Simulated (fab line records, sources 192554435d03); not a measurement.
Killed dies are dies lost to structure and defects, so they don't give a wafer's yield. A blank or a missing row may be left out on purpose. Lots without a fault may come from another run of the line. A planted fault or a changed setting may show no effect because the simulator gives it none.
fab line records | flow n5_finfet
record lots=10 wafers=30 last_day=18
route steps=1938 shown BEOL_M10@1506 PASSIVATION@1936
lots that met no fault: from a run of the same line without faults
start_h: hours from the record's first day to the start of the lot's first wafer shown | wait_h: hours since the lot's step before | " the same as in the row above | L1.1+2: a row that stands for several wafers | - no value, or no start given | * or withheld: withheld | < > ~ a bound
route shown NAME@n: a module of which the file shows steps, and the number in the route of the first | usual: mean/standard deviation of fault-free wafers | same: alike in all rows | chamber/n: place in a boat | sites: the reading at each site | _std_site: their standard deviation | _edge_site: outer sites' mean less inner sites' | radius_mm: how far each site lies from the wafer's centre | mask NAME#n: copy n | behind: the tool/chamber that last shaped the wafer | hold: why the lot was held/for how many hours/how that ended | device: the transistor (n, p or np) that didn't switch | end of line: the same wafers' tests at the end of the route | a step without rows: its recipe alone | killed: dies lost to structure and defects at the first sort, not the wafer's yield | map: a wafer's dies, x killed, . not, _ none there
set.NAME: the setting as run; set.NAME@STEP: as run at that earlier step | model.NAME: the simulator's own value behind a step, which no gauge read
steps of the route over a sample of lots; a table a step, a row a wafer
services: from which hour (start_h, from the record's first day; less than 0 if before it) a tool's chamber was out of use, for how many hours, and why
## steps
# step N5_BEOL_M10_ETCH_65
# recipe chemistry=CF4 target=SiARC target_depth_a=390 mask_material=CAR-ArF time_s=65 ion_energy_ev=80 pressure_mtorr=40 source_w=545 bias_w=36 Ar_flow_sccm=100 cf4_flow_sccm=100 ends=cleared
# usual drypump_motor_current_A=5.8/0.55 etch_rf_on_time_s=64.7/1.4 oes_product_au=0.66/0.066 rf_vpp_V=183.9/1.1 showerhead_plenum_p_Torr=2.13/0.056 throttle_valve_pct=15.72/0.26
# columns lot.wafer tool chamber start_h wait_h drypump_motor_current_A etch_rf_on_time_s oes_product_au rf_hours_counter_h rf_vpp_V showerhead_plenum_p_Torr throttle_valve_pct
L857.2 rie_diel-02 1 227.55 0.0 6.6 64.3 0.61 182 183.9 2.13 15.90
L857.4 " 2 " " 5.8 63.7 0.64 192 185.4 2.20 15.64
L857.5 " 1 " " 6.6 64.5 0.61 - 183.3 2.13 15.88
L858.1 rie_diel-04 0 234.90 0.0 6.8 66.3 0.60 218 182.8 2.03 16.01
L858.4 " 3 " " 5.3 65.3 0.63 186 183.7 2.05 15.86
L858.5 " 1 " " 6.0 66.1 0.59 - 182.9 2.11 16.08
L861.2 rie_diel-01 3 266.52 0.0 6.3 66.2 0.66 89 184.7 2.16 15.20
L861.3 " 2 " " 5.1 65.7 0.65 121 183.9 2.06 15.62
L861.6 " 0 " " 5.3 65.8 0.71 - 185.6 2.16 15.61
L867.1 rie_diel-02 1 283.40 0.0 6.6 63.8 0.60 204 184.1 2.12 15.91
L867.3 " 0 " " 5.6 66.5 0.75 17 185.0 2.19 15.53
L867.6 " 1 " " 6.6 63.8 0.60 - 184.0 2.12 15.92
L866.1 rie_diel-02 3 284.01 0.0 5.0 62.6 0.61 219 183.6 2.12 16.16
L866.4 " 1 " " 6.6 64.6 0.60 205 184.4 2.12 15.93
L866.5 " 2 " " 5.9 63.5 0.62 - 185.5 2.20 15.68
L871.1 rie_diel-02 3 314.70 0.0 5.0 62.3 0.60 228 184.5 2.12 16.17
L871.2 " 0 " " 5.6 65.9 0.74 27 183.7 2.18 15.54
L871.3 " 2 " " 5.8 63.2 0.62 224 185.2 2.19 15.70
L872.2 rie_diel-04 1 324.06 0.0 6.0 64.6 0.80 14 183.9 2.10 15.63
L872.3 " 2 " " 6.2 61.8 0.70 103 182.7 2.07 15.43
L872.4 " 1 " " 6.0 64.6 0.81 - 182.9 2.10 15.63
L875.1 rie_diel-04 0 351.23 0.0 6.8 63.5 0.82 6 185.6 2.27 15.60
L875.3 " 2 " " 6.1 62.6 0.69 114 183.1 2.06 15.45
L875.5 " 2 " " 6.1 63.0 0.68 - 185.4 2.06 15.45
L878.1 rie_diel-01 3 359.83 0.0 6.3 67.4 0.63 120 183.2 2.15 15.24
L878.3 " 0 " " 5.3 66.4 0.67 105 183.3 2.15 15.66
L878.4 " 1 " " 5.5 66.0 0.64 130 183.5 2.16 15.62
L879.3 rie_diel-01 3 371.56 0.0 6.3 65.9 0.64 124 184.6 2.15 15.27
L879.5 " 0 " " 5.3 65.0 0.68 - 183.2 2.15 15.66
L879.6 " 3 " " 6.2 65.8 0.63 - 184.3 2.15 15.25
# step N5_BEOL_M10_ETCH_66
# recipe chemistry=N2/H2 target=SOC target_depth_a=1200 overetch_a=240 mask_material=SiARC temp_c=40 time_s=180 ion_energy_ev=200 pressure_mtorr=30 source_w=840 bias_w=150 n2_flow_sccm=200 h2_flow_sccm=200
# usual drypump_motor_current_A=5.8/0.54 oes_product_au=0.62/0.063 rf_vpp_V=523.4/2.1 showerhead_plenum_p_Torr=2.53/0.071 throttle_valve_pct=17.93/0.28
# columns lot.wafer tool chamber start_h wait_h drypump_motor_current_A oes_product_au rf_hours_counter_h rf_vpp_V showerhead_plenum_p_Torr throttle_valve_pct
L857.2 rie_diel-02 1 227.60 0.0 6.6 0.57 182 523.3 2.53 18.19
L857.4 " 2 " " 5.8 0.60 192 525.7 2.63 17.77
L857.5 " 1 " " 6.6 0.58 - 523.7 2.53 18.19
L858.1 rie_diel-04 0 234.95 0.0 6.8 0.57 218 519.5 2.39 18.11
L858.4 " 3 " " 5.3 0.60 186 521.6 2.43 18.11
L858.5 " 1 " " 6.0 0.57 - 521.9 2.51 18.33
L861.2 rie_diel-01 3 266.57 0.0 6.3 0.63 89 522.9 2.58 17.50
L861.3 " 2 " " 5.1 0.63 121 520.9 2.46 17.81
L861.6 " 0 " " 5.3 0.67 - 525.1 2.55 17.58
L867.1 rie_diel-02 1 283.45 0.0 6.6 0.56 204 522.5 2.52 18.22
L867.3 " 0 " " 5.6 0.72 17 524.8 2.61 17.83
L867.6 " 1 " " 6.6 0.56 - 522.7 2.52 18.23
L866.1 rie_diel-02 3 284.06 0.0 5.1 0.57 219 522.5 2.52 18.38
L866.4 " 1 " " 6.6 0.56 205 522.8 2.52 18.25
L866.5 " 2 " " 5.8 0.58 - 525.9 2.62 17.83
L871.1 rie_diel-02 3 314.75 0.0 5.0 0.57 228 523.2 2.52 18.39
L871.2 " 0 " " 5.6 0.70 28 525.1 2.61 17.85
L871.3 " 2 " " 5.8 0.57 224 526.0 2.61 17.84
L872.2 rie_diel-04 1 324.11 0.0 6.0 0.76 14 521.9 2.50 17.95
L872.3 " 2 " " 6.1 0.64 104 520.8 2.45 17.62
L872.4 " 1 " " 6.0 0.75 - 522.3 2.50 17.96
L875.1 rie_diel-04 0 351.28 0.0 6.8 0.75 6 528.8 2.70 17.75
L875.3 " 2 " " 6.2 0.63 114 520.4 2.45 17.63
L875.5 " 2 " " 6.1 0.64 - 521.7 2.45 17.63
L878.1 rie_diel-01 3 359.88 0.0 6.3 0.61 120 522.1 2.57 17.56
L878.3 " 0 " " 5.3 0.64 105 525.0 2.53 17.63
L878.4 " 1 " " 5.5 0.61 130 524.0 2.55 17.71
L879.3 rie_diel-01 3 371.61 0.0 6.3 0.61 124 524.7 2.56 17.56
L879.5 " 0 " " 5.3 0.65 - 523.3 2.53 17.63
L879.6 " 3 " " 6.2 0.61 - 523.3 2.56 17.56
# step N5_BEOL_M10_STRIP_36
# recipe chemistry=N2/H2 power_w=450 temp_c=40 pressure_mtorr=20 rf_frequency_hz=6e+07 overash_fraction=0.3 bias_power_w=7 h2_frac=0.5 n2_flow_sccm=200 h2_flow_sccm=200
# usual drypump_motor_current_A=5.8/0.54 oes_product_au=0.78/0.081 rf_vpp_V=59.2/1.8 showerhead_plenum_p_Torr=2.52/0.071 throttle_valve_pct=23.7/0.36
# columns lot.wafer tool chamber start_h wait_h drypump_motor_current_A oes_product_au rf_hours_counter_h rf_vpp_V showerhead_plenum_p_Torr throttle_valve_pct
L857.2 rie_diel-02 1 227.78 0.0 6.6 0.72 182 58.7 2.53 24.1
L857.4 " 2 " " 5.9 0.74 192 58.0 2.62 23.5
L857.5 " 1 " " 6.6 0.72 - 61.3 2.53 24.1
L858.1 rie_diel-04 0 235.13 0.0 6.8 0.70 218 61.7 2.39 23.7
L858.4 " 3 " " 5.3 0.73 186 62.1 2.43 24.0
L858.5 " 1 " " 6.1 0.69 - 56.9 2.51 24.2
L861.2 rie_diel-01 3 266.75 0.0 6.3 0.80 89 60.4 2.58 23.4
L861.3 " 2 " " 5.1 0.78 121 60.9 2.45 23.5
L861.6 " 0 " " 5.3 0.81 - 59.8 2.54 23.1
L867.1 rie_diel-02 1 283.64 0.0 6.6 0.70 205 59.9 2.52 24.1
L867.3 " 0 " " 5.6 0.88 17 61.0 2.61 23.7
L867.6 " 1 " " 6.6 0.70 - 57.5 2.52 24.1
L866.1 rie_diel-02 3 284.24 0.0 5.0 0.71 219 59.7 2.51 24.2
L866.4 " 1 " " 6.6 0.71 205 61.8 2.52 24.1
L866.5 " 2 " " 5.8 0.73 - 59.0 2.61 23.5
L871.1 rie_diel-02 3 314.94 0.0 5.1 0.71 228 58.4 2.51 24.3
L871.2 " 0 " " 5.6 0.88 28 60.4 2.60 23.8
L871.3 " 2 " " 5.9 0.72 224 61.5 2.61 23.6
L872.2 rie_diel-04 1 324.29 0.0 6.0 0.93 15 58.3 2.49 23.9
L872.3 " 2 " " 6.1 0.80 104 57.9 2.45 23.3
L872.4 " 1 " " 6.0 0.96 - 61.3 2.49 23.9
L875.1 rie_diel-04 0 351.46 0.0 6.8 0.97 6 61.5 2.69 23.5
L875.3 " 2 " " 6.1 0.81 114 61.7 2.45 23.3
L875.5 " 2 " " 6.1 0.80 - 58.2 2.45 23.4
L878.1 rie_diel-01 3 360.07 0.0 6.2 0.78 120 58.1 2.56 23.4
L878.3 " 0 " " 5.3 0.80 105 61.9 2.53 23.1
L878.4 " 1 " " 5.5 0.75 130 60.6 2.55 23.3
L879.3 rie_diel-01 3 371.80 0.0 6.2 0.75 124 56.7 2.56 23.4
L879.5 " 0 " " 5.3 0.81 - 59.5 2.53 23.2
L879.6 " 3 " " 6.3 0.76 - 57.0 2.56 23.4
# step N5_BEOL_M10_CVD_75
# recipe material=Co target_thk_a=20 temp_c=withheld precursor=CCTBA/H2 pressure_torr=30 time_s=138.9
# usual chamber_pressure_Torr=30.00/0.069 run_length_s=161.8/0.5
# columns lot.wafer tool chamber start_h wait_h chamber_pressure_Torr run_length_s
L857.2 cvd_co-01 0 229.15 0.0 29.94 162.6
L857.4 " 0 " " 29.98 161.6
L857.5 " 1 " " 30.05 162.7
L858.1 cvd_co-02 0 236.59 0.1 29.86 161.1
L858.4 " 1 " " 30.03 162.3
L858.5 " 0 " " 29.94 161.6
L861.2 cvd_co-02 1 268.30 0.0 29.97 162.6
L861.3 " 0 " " 29.98 161.1
L861.6 " 1 " " 29.96 162.0
L867.1 cvd_co-01 1 284.97 0.0 30.06 162.0
L867.3 " 2 " " 29.90 161.6
L867.6 " 0 " " 30.06 162.3
L866.1 cvd_co-02 2 287.52 0.1 29.93 130.3
L866.4 " 2 " " 30.01 130.7
L866.5 " 0 " " 30.06 161.3
L871.1 cvd_co-02 2 318.74 0.0 29.95 130.4
L871.2 " 0 " " 30.03 161.2
L871.3 " 1 " " 29.91 162.0
L872.2 cvd_co-01 0 325.87 0.0 30.07 161.7
L872.3 " 1 " " 29.97 162.0
L872.4 " 2 " " 29.96 161.6
L875.1 cvd_co-01 2 353.19 0.3 30.09 162.2
L875.3 " 0 " " 30.14 161.8
L875.5 " 0 " " 30.07 161.6
L878.1 cvd_co-01 0 361.89 0.2 29.88 161.6
L878.3 " 2 " " 29.95 162.1
L878.4 " 2 " " 29.98 161.9
L879.3 cvd_co-02 0 373.21 0.1 30.04 161.3
L879.5 " 1 " " 30.07 162.3
L879.6 " 2 " " 29.96 160.9
# step N5_PASSIVATION_PROBE_49
# usual defect_limited_yield=91.3/1.4 killed_at_M0_to_M3=36/11 killed_at_M4_up=13/5.2 killed_at_contacts=13/6.5 killed_at_front_end=37/11 killed_at_other=3.6/2.9 killed_dies=103/17 killed_on_rim=13/3.6 killed_open=68/12 killed_short=33/7.3 sort_bin_5_function=5.2/0.91 sort_bin_6_memory=3.2/0.67 sort_bin_8_speed=0.00/0.0099 sort_n_pass=1077/17 sort_yield_pct=91.3/1.4
# same gross_dies=1180 killed_at_back_side=0 sort_bin_4_leakage[%]=0
# columns lot.wafer tool chamber start_h wait_h defect_limited_yield[%] killed_at_M0_to_M3 killed_at_M4_up killed_at_contacts killed_at_front_end killed_at_other killed_dies killed_on_rim killed_open killed_short sort_bin_5_function[%] sort_bin_6_memory[%] sort_bin_8_speed[%] sort_n_pass sort_yield_pct[%]
L857.2 prober-01 - 278.78 0.1 91.2 41 11 8 44 0 104 8 75 28 5.6 3.1 0 1076 91.2
L857.4 prober-01 - 278.88 0.2 90.3 31 18 19 45 1 114 17 86 28 5.9 3.5 0 1066 90.3
L857.5 prober-01 - 278.93 0.2 89.7 32 13 16 58 2 121 20 79 41 6.2 3.9 0 1059 89.7
L858.1 prober-02 - 284.32 0.0 91.5 33 10 25 31 1 100 14 61 38 5.1 3.1 0 1080 91.5
L858.4 prober-02 - 284.47 0.2 91.8 41 16 13 26 1 97 13 66 31 4.9 2.8 0 1083 91.8
L858.5 prober-02 - 284.52 0.2 91.3 40 25 11 26 1 103 11 66 34 4.4 4.0 0 1077 91.3
L861.2 prober-01 - 320.36 0.1 92.2 37 14 2 38 1 92 11 62 30 4.7 2.7 0 1088 92.2
L861.3 prober-01 - 320.41 0.1 91.2 42 16 7 34 5 104 14 74 29 5.3 3.3 0 1076 91.2
L861.6 prober-01 - 320.56 0.3 91.2 44 10 17 25 8 104 14 78 26 5.0 3.6 0 1076 91.2
L867.1 prober-01 - 337.46 0.0 91.4 43 13 23 18 5 102 10 66 36 4.8 3.3 0 1078 91.4
L867.3 prober-01 - 337.56 0.1 92.3 30 10 8 33 10 91 13 53 37 4.7 2.9 0 1089 92.3
L867.6 prober-01 - 337.71 0.3 90.4 36 16 12 47 2 113 9 75 37 5.3 3.7 0 1067 90.4
L866.1 prober-01 - 341.32 0.0 87.3 47 7 12 81 3 150 22 99 51 7.5 5.1 0 1030 87.3
L866.4 prober-01 - 341.47 0.2 89.6 38 21 5 56 3 123 12 77 45 6.2 3.9 0 1057 89.6
L866.5 prober-01 - 341.52 0.2 90.4 46 16 4 36 11 113 16 75 38 5.8 3.5 0 1067 90.4
L871.1 prober-02 - 367.12 0.0 90.9 34 12 14 42 5 107 15 69 38 5.3 3.6 0 1073 90.9
L871.2 prober-02 - 367.17 0.1 89.9 47 11 13 46 2 119 12 85 33 5.6 4.1 0 1061 89.9
L871.3 prober-02 - 367.22 0.1 91.0 35 11 8 40 12 106 18 70 34 5.3 3.1 0 1074 91.0
L872.2 prober-01 - 379.86 0.1 89.7 45 19 17 37 3 121 13 89 29 5.4 4.6 0 1059 89.7
L872.3 prober-01 - 379.91 0.1 92.3 38 5 5 38 5 91 7 55 36 5.2 1.9 0 1089 92.3
L872.4 prober-01 - 379.96 0.2 90.7 45 13 15 31 6 110 17 79 31 5.3 3.6 0 1070 90.7
L875.1 prober-02 - 404.31 0.0 92.0 35 14 17 27 1 94 17 59 32 4.7 3.0 0 1086 92.0
L875.3 prober-02 - 404.41 0.1 92.2 32 15 13 31 1 92 11 62 28 4.6 2.6 0 1088 92.2
L875.5 prober-02 - 404.51 0.2 91.4 48 11 13 29 1 102 13 67 32 5.5 3.1 0 1078 91.4
L878.1 prober-01 - 409.90 0.0 87.7 70 10 13 48 4 145 18 93 52 6.7 4.8 0 1035 87.7
L878.3 prober-01 - 410.00 0.1 92.5 40 14 3 24 8 89 12 61 28 4.7 2.6 0 1091 92.5
L878.4 prober-01 - 410.05 0.2 91.9 35 15 13 25 7 95 4 66 29 4.4 3.4 0 1085 91.9
L879.3 prober-01 - 427.39 0.1 90.3 23 16 34 41 0 114 14 72 40 5.2 4.3 0 1066 90.3
L879.5 prober-01 - 427.49 0.2 88.4 21 7 28 75 6 137 10 89 44 6.2 4.7 0.08 1043 88.4
L879.6 prober-01 - 427.54 0.3 90.5 25 9 16 61 1 112 15 74 38 4.8 4.1 0 1068 90.5
# killed by level:class
L857.2 FIN_SAQP:geometric_particle:open=14 BEOL_M0_SAQP:geometric_particle:open=12 FIN_SAQP:geometric_particle:short=9 BEOL_M0_SAQP:geometric_particle:short=9 STI_FIN_REVEAL:geometric_particle:open=7 MOL_CONTACT_COAG:geometric_particle:open=7 DUMMY_GATE:geometric_particle:open=6 BEOL_M1:geometric_particle:open=6
L857.4 MOL_CONTACT_COAG:geometric_particle:open=15 FIN_SAQP:geometric_particle:open=11 STI_FIN_REVEAL:geometric_particle:open=9 BEOL_M1:geometric_particle:open=9 BEOL_M2:geometric_particle:open=8 BEOL_M4:geometric_particle:open=8 FIN_SAQP:geometric_particle:short=7 BEOL_M0_SAQP:geometric_particle:open=6
L857.5 FIN_SAQP:geometric_particle:short=17 FIN_SAQP:geometric_particle:open=16 MOL_CONTACT_COAG:geometric_particle:open=14 STI_FIN_REVEAL:geometric_particle:open=10 BEOL_M2:geometric_particle:open=7 BEOL_M0_SAQP:geometric_particle:short=6 BEOL_M1:geometric_particle:open=6 BEOL_M0_SAQP:geometric_particle:open=4
L858.1 MOL_CONTACT_COAG:geometric_particle:open=20 FIN_SAQP:geometric_particle:short=8 FIN_SAQP:geometric_particle:open=7 BEOL_M0:geometric_particle:short=6 BEOL_M2:geometric_particle:open=6 MOL_CONTACT_COAG:geometric_particle:short=5 DUMMY_GATE:geometric_particle:open=4 BEOL_M3:geometric_particle:open=4
L858.4 BEOL_M2:geometric_particle:open=15 MOL_CONTACT_COAG:geometric_particle:open=10 BEOL_M0_SAQP:geometric_particle:short=8 BEOL_M0_SAQP:geometric_particle:open=7 GATE_CUT:geometric_particle:open=5 BEOL_M4:geometric_particle:open=5 STI_FIN_REVEAL:geometric_particle:open=4 BEOL_M3:geometric_particle:short=4
L858.5 BEOL_M0_SAQP:geometric_particle:short=13 MOL_CONTACT_COAG:geometric_particle:open=10 BEOL_M0_SAQP:geometric_particle:open=9 BEOL_M2:geometric_particle:open=8 FIN_SAQP:geometric_particle:open=7 BEOL_M4:geometric_particle:open=7 FIN_SAQP:geometric_particle:short=5 BEOL_M7:geometric_particle:open=5
L861.2 FIN_SAQP:geometric_particle:short=10 BEOL_M0_SAQP:geometric_particle:open=9 BEOL_M2:geometric_particle:open=8 BEOL_M3:geometric_particle:open=8 FIN_SAQP:geometric_particle:open=6 STI_FIN_REVEAL:geometric_particle:open=6 BEOL_M5:geometric_particle:open=5 DUMMY_GATE:geometric_particle:open=4
L861.3 BEOL_M0_SAQP:geometric_particle:open=15 FIN_SAQP:geometric_particle:open=8 BEOL_M3:geometric_particle:open=8 MOL_CONTACT_COAG:geometric_particle:open=7 BEOL_M1:geometric_particle:open=7 FIN_SAQP:geometric_particle:short=6 BEOL_M0_SAQP:geometric_particle:short=6 STI_FIN_REVEAL:geometric_particle:open=5
L861.6 BEOL_M2:geometric_particle:open=16 MOL_CONTACT_COAG:geometric_particle:open=15 BEOL_M3:geometric_particle:open=9 STI_FIN_REVEAL:geometric_particle:open=8 BEOL_M4:geometric_particle:open=6 BEOL_M0_SAQP:geometric_particle:short=5 FIN_SAQP:geometric_particle:short=4 PASS1_CAP:geometric_particle:open=4
L867.1 MOL_CONTACT_COAG:geometric_particle:open=18 BEOL_M3:geometric_particle:open=10 BEOL_M0_SAQP:geometric_particle:open=8 BEOL_M0_SAQP:geometric_particle:short=7 GATE_CUT:geometric_particle:short=5 MOL_CONTACT_COAG:geometric_particle:short=5 BEOL_M3:geometric_particle:short=5 BEOL_M1:geometric_particle:open=4
L867.3 BEOL_M0_SAQP:geometric_particle:short=12 FIN_SAQP:geometric_particle:open=11 BEOL_M0_SAQP:geometric_particle:open=7 GATE_CUT:geometric_particle:short=6 MOL_CONTACT_COAG:geometric_particle:open=6 BEOL_M3:geometric_particle:open=5 MIM_TOP_ETCH:geometric_particle:short=5 GATE_CUT:geometric_particle:open=4
L867.6 FIN_SAQP:geometric_particle:open=15 BEOL_M4:geometric_particle:open=11 BEOL_M0_SAQP:geometric_particle:open=10 STI_FIN_REVEAL:geometric_particle:open=10 MOL_CONTACT_COAG:geometric_particle:open=8 BEOL_M0_SAQP:geometric_particle:short=7 FIN_SAQP:geometric_particle:short=6 BEOL_M1:geometric_particle:open=6
L866.1 STI_FIN_REVEAL:geometric_particle:open=37 FIN_SAQP:geometric_particle:open=13 BEOL_M0_SAQP:geometric_particle:short=12 BEOL_M0_SAQP:geometric_particle:open=10 BEOL_M2:geometric_particle:open=10 MOL_CONTACT_COAG:geometric_particle:open=9 GATE_CUT:geometric_particle:short=8 STI_FIN_REVEAL:geometric_particle:short=7
L866.4 FIN_SAQP:geometric_particle:short=13 STI_FIN_REVEAL:geometric_particle:open=13 FIN_SAQP:geometric_particle:open=12 BEOL_M4:geometric_particle:open=10 BEOL_M2:geometric_particle:open=9 BEOL_M0_SAQP:geometric_particle:short=8 BEOL_M0_SAQP:geometric_particle:open=7 BEOL_M1:geometric_particle:short=6
L866.5 BEOL_M2:geometric_particle:open=16 STI_FIN_REVEAL:geometric_particle:open=13 FIN_SAQP:geometric_particle:short=7 BEOL_M4:geometric_particle:open=7 BEOL_M2:geometric_particle:short=6 BEOL_M3:geometric_particle:open=6 FIN_SAQP:geometric_particle:open=5 BEOL_M0_SAQP:geometric_particle:open=5
L871.1 BEOL_M1:geometric_particle:open=11 STI_FIN_REVEAL:geometric_particle:open=9 MOL_CONTACT_COAG:geometric_particle:open=9 ILD0:geometric_particle:open=6 FIN_SAQP:geometric_particle:open=5 MOL_CONTACT_COAG:geometric_particle:short=5 BEOL_M0_SAQP:geometric_particle:open=5 GATE_CUT:geometric_particle:short=4
L871.2 BEOL_M1:geometric_particle:open=17 MOL_CONTACT_COAG:geometric_particle:open=12 FIN_SAQP:geometric_particle:open=10 BEOL_M0_SAQP:geometric_particle:short=10 FIN_SAQP:geometric_particle:short=9 STI_FIN_REVEAL:geometric_particle:open=6 BEOL_M0_SAQP:geometric_particle:open=6 GATE_CUT:geometric_particle:open=5
L871.3 FIN_SAQP:geometric_particle:open=8 GATE_CUT:geometric_particle:open=7 BEOL_M2:geometric_particle:open=7 STI_FIN_REVEAL:geometric_particle:open=6 MOL_CONTACT_COAG:geometric_particle:open=5 BEOL_M0_SAQP:geometric_particle:open=5 BEOL_M3:geometric_particle:open=5 FIN_SAQP:geometric_particle:short=4
L872.2 MOL_CONTACT_COAG:geometric_particle:open=14 BEOL_M3:geometric_particle:open=12 DUMMY_GATE:geometric_particle:open=9 BEOL_M0:geometric_particle:open=9 BEOL_M4:geometric_particle:open=9 FIN_SAQP:geometric_particle:short=8 BEOL_M0_SAQP:geometric_particle:open=6 BEOL_M2:geometric_particle:open=6
L872.3 FIN_SAQP:geometric_particle:open=8 FIN_SAQP:geometric_particle:short=7 BEOL_M3:geometric_particle:open=7 STI_FIN_REVEAL:geometric_particle:open=6 BEOL_M0_SAQP:geometric_particle:short=5 BEOL_M1:geometric_particle:open=5 MOL_CONTACT_COAG:geometric_particle:open=4 BEOL_M0_SAQP:geometric_particle:open=4
L872.4 MOL_CONTACT_COAG:geometric_particle:open=14 BEOL_M2:geometric_particle:open=14 BEOL_M0_SAQP:geometric_particle:open=8 FIN_SAQP:geometric_particle:short=6 BEOL_M0:geometric_particle:open=5 BEOL_M1:geometric_particle:open=5 STARTING-WAFER:geometric_particle:open=5 FIN_SAQP:geometric_particle:open=4
L875.1 MOL_CONTACT_COAG:geometric_particle:open=15 FIN_SAQP:geometric_particle:short=7 BEOL_M0_SAQP:geometric_particle:open=7 FIN_SAQP:geometric_particle:open=6 BEOL_M0_SAQP:geometric_particle:short=6 BEOL_M1:geometric_particle:open=6 BEOL_M4:geometric_particle:open=6 BEOL_M3:geometric_particle:open=5
L875.3 BEOL_M1:geometric_particle:open=11 FIN_SAQP:geometric_particle:open=10 MOL_CONTACT_COAG:geometric_particle:open=8 BEOL_M2:geometric_particle:open=6 STI_FIN_REVEAL:geometric_particle:open=5 GATE_CUT:geometric_particle:short=5 MOL_CONTACT_COAG:geometric_particle:short=5 BEOL_M0_SAQP:geometric_particle:open=5
L875.5 BEOL_M2:geometric_particle:open=12 FIN_SAQP:geometric_particle:open=11 MOL_CONTACT_COAG:geometric_particle:open=10 BEOL_M0_SAQP:geometric_particle:short=10 BEOL_M1:geometric_particle:open=7 BEOL_M3:geometric_particle:open=7 BEOL_M0_SAQP:geometric_particle:open=6 FIN_SAQP:geometric_particle:short=4
L878.1 BEOL_M0_SAQP:geometric_particle:open=26 BEOL_M0_SAQP:geometric_particle:short=16 FIN_SAQP:geometric_particle:open=11 FIN_SAQP:geometric_particle:short=9 MOL_CONTACT_COAG:geometric_particle:open=9 BEOL_M3:geometric_particle:open=9 STI_FIN_REVEAL:geometric_particle:open=6 BEOL_M2:geometric_particle:open=6
L878.3 BEOL_M0_SAQP:geometric_particle:open=13 BEOL_M3:geometric_particle:open=11 BEOL_M0_SAQP:geometric_particle:short=7 BEOL_M1:geometric_particle:open=6 FIN_SAQP:geometric_particle:open=5 BEOL_M4:geometric_particle:open=5 FIN_SAQP:geometric_particle:short=4 GATE_CUT:geometric_particle:short=4
L878.4 MOL_CONTACT_COAG:geometric_particle:open=11 BEOL_M3:geometric_particle:open=10 BEOL_M0_SAQP:geometric_particle:short=8 BEOL_M0_SAQP:geometric_particle:open=7 BEOL_M4:geometric_particle:open=7 STI_FIN_REVEAL:geometric_particle:open=6 FIN_SAQP:geometric_particle:short=5 FIN_SAQP:geometric_particle:open=4
L879.3 MOL_CONTACT_COAG:geometric_particle:open=27 FIN_SAQP:geometric_particle:open=12 FIN_SAQP:geometric_particle:short=8 MOL_CONTACT_COAG:geometric_particle:short=7 BEOL_M0_SAQP:geometric_particle:open=6 BEOL_M3:geometric_particle:short=4 STI_FIN_REVEAL:geometric_particle:short=3 ILD0:geometric_particle:short=3
L879.5 MOL_CONTACT_COAG:geometric_particle:open=25 FIN_SAQP:geometric_particle:short=14 GATE_CUT:geometric_particle:open=12 FIN_SAQP:geometric_particle:open=10 STI_FIN_REVEAL:geometric_particle:open=6 DUMMY_GATE:geometric_particle:open=6 GATE_CUT:geometric_particle:short=6 BEOL_M0_SAQP:geometric_particle:short=5
L879.6 FIN_SAQP:geometric_particle:open=17 FIN_SAQP:geometric_particle:short=13 MOL_CONTACT_COAG:geometric_particle:open=13 STI_FIN_REVEAL:geometric_particle:open=10 BEOL_M0_SAQP:geometric_particle:open=7 BEOL_M0_SAQP:geometric_particle:short=6 GATE_CUT:geometric_particle:open=6 BEOL_M1:geometric_particle:open=4
## services
# columns tool chamber start_h hours kind
rie_diel-02 0 211.43 - clean
rie_diel-02 0 211.43 - consumable_replace:focus_ring
rie_diel-02 0 211.43 15.1 scheduled_down
rie_diel-02 0 211.43 15.1 vent_cycle
rie_diel-01 - 226.88 11.4 repair
cvd_co-02 2 257.04 21.8 repair
rie_diel-02 0 269.78 9.7 repair
rie_diel-01 - 271.78 1.1 repair
rie_diel-04 1 272.31 - clean
rie_diel-04 1 272.31 - consumable_replace:focus_ring
rie_diel-04 1 272.31 14.9 scheduled_down
rie_diel-04 1 272.31 14.9 vent_cycle
rie_diel-02 - 301.01 2.8 pm
cvd_co-02 - 301.86 6.9 pm
rie_diel-04 0 317.81 - clean
rie_diel-04 0 317.81 - consumable_replace:focus_ring
rie_diel-04 0 317.81 - consumable_replace:showerhead
rie_diel-04 0 317.81 13.8 scheduled_down
rie_diel-04 0 317.81 13.8 vent_cycle
cvd_co-01 1 333.33 - clean
cvd_co-01 1 333.33 22.0 scheduled_down
cvd_co-01 - 340.60 6.0 pm
cvd_co-01 1 366.25 40.2 repair
cvd_co-01 - 370.32 0.8 repair
## key
first_sign step=N5_BEOL_M10_CVD_75 reading=run_length_s direction=down sigmas=63 usual=* struck=*
effect none on later readings
met_at N5_BEOL_M10_CVD_75
struck_lots L866,L871
struck_wafers L866.1,L866.4,L871.1
not_acting_at N5_BEOL_M10_ETCH_65,N5_BEOL_M10_ETCH_66,N5_BEOL_M10_STRIP_36
onset_between 268.30 287.52
fault kind=process_parameter_drift tool=cvd_co-02 chamber=- onset_h=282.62 steps=N5_BEOL_M10_CVD_75 channel=time_s offset=* shape=step end_h=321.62 scope=struck_wafers_only acts_in=* stated=*
